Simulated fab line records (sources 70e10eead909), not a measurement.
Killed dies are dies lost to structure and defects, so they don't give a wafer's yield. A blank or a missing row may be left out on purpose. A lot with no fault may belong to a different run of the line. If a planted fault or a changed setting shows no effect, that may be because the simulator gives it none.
Chamber matching :: flow nand harc :: 4 sister chambers for NHARC_A_CHANNEL_FILL_D2_ALD_14 on ald hk-02
The step deposits SiO2, target thk 2.5 nm, pulse time 10 s, ald cycles 25. 20 wafers are shown with their chamber, then 10 later ones without.

WAFERS WITH THEIR CHAMBER
wafer: L074.2
chamber: 2
heater power w (W): 410
precursor pulse height rel: 1.014

wafer: L074.3
chamber: 1
heater power w (W): 416
precursor pulse height rel: 0.969

wafer: L074.6
chamber: 3
heater power w (W): 507
precursor pulse height rel: 1.006

wafer: L079.1
chamber: 0
heater power w (W): 451
precursor pulse height rel: 1.009

wafer: L079.4
chamber: 3
heater power w (W): 503
precursor pulse height rel: 1.015

wafer: L079.5
chamber: 1
heater power w (W): 415
precursor pulse height rel: 1.018

wafer: L080.1
chamber: 2
heater power w (W): 390
precursor pulse height rel: 0.997

wafer: L080.2
chamber: 1
heater power w (W): 427
precursor pulse height rel: 0.988

wafer: L080.4
chamber: 0
heater power w (W): 452
precursor pulse height rel: 1.013

wafer: L082.1
chamber: 3
heater power w (W): 515
precursor pulse height rel: 1.008

wafer: L082.3
chamber: 2
heater power w (W): 398
precursor pulse height rel: 1.025

wafer: L082.5
chamber: 2
heater power w (W): 394
precursor pulse height rel: 1.000

wafer: L085.2
chamber: 1
heater power w (W): 426
precursor pulse height rel: 1.005

wafer: L085.4
chamber: 0
heater power w (W): 440
precursor pulse height rel: 0.972

wafer: L085.5
chamber: 2
heater power w (W): 387
precursor pulse height rel: 1.000

wafer: L088.2
chamber: 1
heater power w (W): 425
precursor pulse height rel: 0.986

wafer: L088.3
chamber: 2
heater power w (W): 394
precursor pulse height rel: 0.993

wafer: L088.6
chamber: 2
heater power w (W): 402
precursor pulse height rel: 1.024

wafer: L087.1
chamber: 3
heater power w (W): 510
precursor pulse height rel: 0.987

wafer: L087.5
chamber: 2
heater power w (W): 387
precursor pulse height rel: 0.986

SIGNATURES (means of the wafers above)
reading: heater power w
chamber 0: 447.67
chamber 1: 421.80
chamber 2: 395.25
chamber 3: 508.75
scatter within a chamber: 6.79

reading: precursor pulse height rel
chamber 0: 0.99800
chamber 1: 0.99320
chamber 2: 1.00487
chamber 3: 1.00400
scatter within a chamber: 0.0165
Rule: for each reading, subtract the chamber's mean from the wafer's reading, divide by that reading's scatter and square the result; add these up over the readings and take the root, which gives the wafer's distance from the chamber. The wafer belongs to the nearest chamber; if the next one is less than 2 further off, it can't be placed. How the scatter is found: for the shown wafers, subtract from each reading the mean of its chamber, square and add these, divide the total by (wafers less chambers), then take the root.

WAFERS WITH NO CHAMBER GIVEN
wafer: L087.6
heater power w (W): 411
precursor pulse height rel: 1.044

wafer: L089.1
heater power w (W): 538
precursor pulse height rel: 0.998

wafer: L089.5
heater power w (W): 385
precursor pulse height rel: 1.005

wafer: L089.6
heater power w (W): 426
precursor pulse height rel: 0.986

wafer: L091.2
heater power w (W): 447
precursor pulse height rel: 1.027

wafer: L091.4
heater power w (W): 423
precursor pulse height rel: 1.002

wafer: L091.5
heater power w (W): 523
precursor pulse height rel: 0.997

wafer: L092.1
heater power w (W): 412
precursor pulse height rel: 0.989

wafer: L092.3
heater power w (W): 441
precursor pulse height rel: 1.025

wafer: L092.5
heater power w (W): 440
precursor pulse height rel: 1.035

WHICH CHAMBER EACH ONE RAN IN
wafer: L087.6
from the rows above: can't be placed: 2 or 1
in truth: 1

wafer: L089.1
from the rows above: 3
in truth: 3

wafer: L089.5
from the rows above: 2
in truth: 2

wafer: L089.6
from the rows above: 1
in truth: 1

wafer: L091.2
from the rows above: 0
in truth: 0

wafer: L091.4
from the rows above: 1
in truth: 1

wafer: L091.5
from the rows above: 3
in truth: 3

wafer: L092.1
from the rows above: can't be placed: 1 or 2
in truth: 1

wafer: L092.3
from the rows above: can't be placed: 0 or 1
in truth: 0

wafer: L092.5
from the rows above: can't be placed: 0 or 1
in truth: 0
Correctly placed: 6 of 10. Can't be placed from these rows: 4 (the true chamber is among the candidates in 4). 0 placed wrongly.
